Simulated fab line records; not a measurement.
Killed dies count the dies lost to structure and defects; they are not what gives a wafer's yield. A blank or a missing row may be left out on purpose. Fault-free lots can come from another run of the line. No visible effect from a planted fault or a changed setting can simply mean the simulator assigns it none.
Comparing a struck lot with a sound one + flow nand-harc + 15 steps out of a route of 1302
Sound: wafers L116.3, L116.4, L116.6. Wafers struck: L107.4, L107.5, L107.6. Last of all comes the cause.
At each step with rows: each side's tool, then ch and its chambers, then its first start. Under that, the readings that differ: sound wafers + struck wafers + difference of the means + sigmas: that difference in standard deviations of wafers without a fault.
alike: readings with means less than 2 such deviations apart, plus words and numbers identical on both sides. not compared: withheld readings, readings lacking a value on some wafer, bounds such as >300 that could conceal the same value, and numbers that have no deviation in the record and whose values overlap.
Wherever a step has rows on one side only, a row that says differs or no value, or a row with sigmas, the two part there. When numbers do not overlap yet have no deviation, they are printed without sigmas and do not part them. A reading missing from all wafers of one side parts the sides only when that side holds two or more wafers.

NHARC_THIN_TSV_GRIND_00:
  sound on grinder-01 ch 0, day 31 13:10; struck on grinder-01 ch 0, day 28 04:35
  alike: motor-current-A
NHARC_THIN_TSV_CMP_01: polishes.
  sound on cmp-02 ch 1,3, day 31 14:00; struck on cmp-01 ch 1,2,3, day 28 05:17
  alike: motor-current-A
NHARC_THIN_TSV_THK_MEAS_02: measures by ir.
  sound on film-metro-01 at day 31 14:16; struck on film-metro-02 at day 28 05:28
  alike: thk-nm
then, 3 steps without rows for these wafers: NHARC_THIN_TSV_SRD_03; NHARC_THIN_TSV_PRECLEAN_41 (cleans in SC1); NHARC_THIN_TSV_SRD_42.
NHARC_THIN_TSV_DEP_43: deposits SiO2, target thk 1328.5 nm.
  sound on pecvd-04 ch 0,2, day 31 14:32; struck on pecvd-02 ch 0,1,2, day 28 05:50
  alike: rf-fwd-power-W, throttle-valve-pct
then, 5 steps without rows for these wafers: NHARC_THIN_TSV_DEHYDRATE_04 (time 120 s); NHARC_THIN_TSV_HMDS_05 (time 30 s); NHARC_THIN_TSV_COAT_06; NHARC_THIN_TSV_SOFTBAKE_07 (time 95 s); NHARC_THIN_TSV_EBR_08.
NHARC_THIN_TSV_EXPOSE_09: exposes mask TSV.
  sound on krf-scanner-01 ch 0, day 31 15:05; struck on krf-scanner-02 ch 0, day 28 06:16
| reading              | sound             | struck            | difference | sigmas |
|----------------------|-------------------|-------------------|------------|--------|
| exposure-dose-mJ-cm2 | 30.61 30.61 30.62 | 28.68 28.65 28.69 | -1.94      | -63    |
  alike: mask
then, 1 step without rows for these wafers: NHARC_THIN_TSV_PEB_10 (peb time 85 s).
NHARC_END_SORT_01:
  sound on prober-02 ch 0, day 32 07:42; struck on prober-01 ch 0, day 28 22:40
  alike: defect-limited-yield, killed-at-array, killed-at-other, killed-at-periphery, killed-dies, killed-open, killed-short, sort_bin_2_pct, sort_bin_3_pct, sort_bin_4_pct, sort-n-pass, sort-rim-yield-pct, sort-yield-pct

## WHERE THEY PART
Only at NHARC_THIN_TSV_EXPOSE_09, within this record. Later steps at which nothing parts them and some readings are alike: NHARC_END_SORT_01.

WHY: what the simulator had put in
Drift in process parameters on krf-scanner-02 at NHARC_THIN_TSV_EXPOSE_09, starting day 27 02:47. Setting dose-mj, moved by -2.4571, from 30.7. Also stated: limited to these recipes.
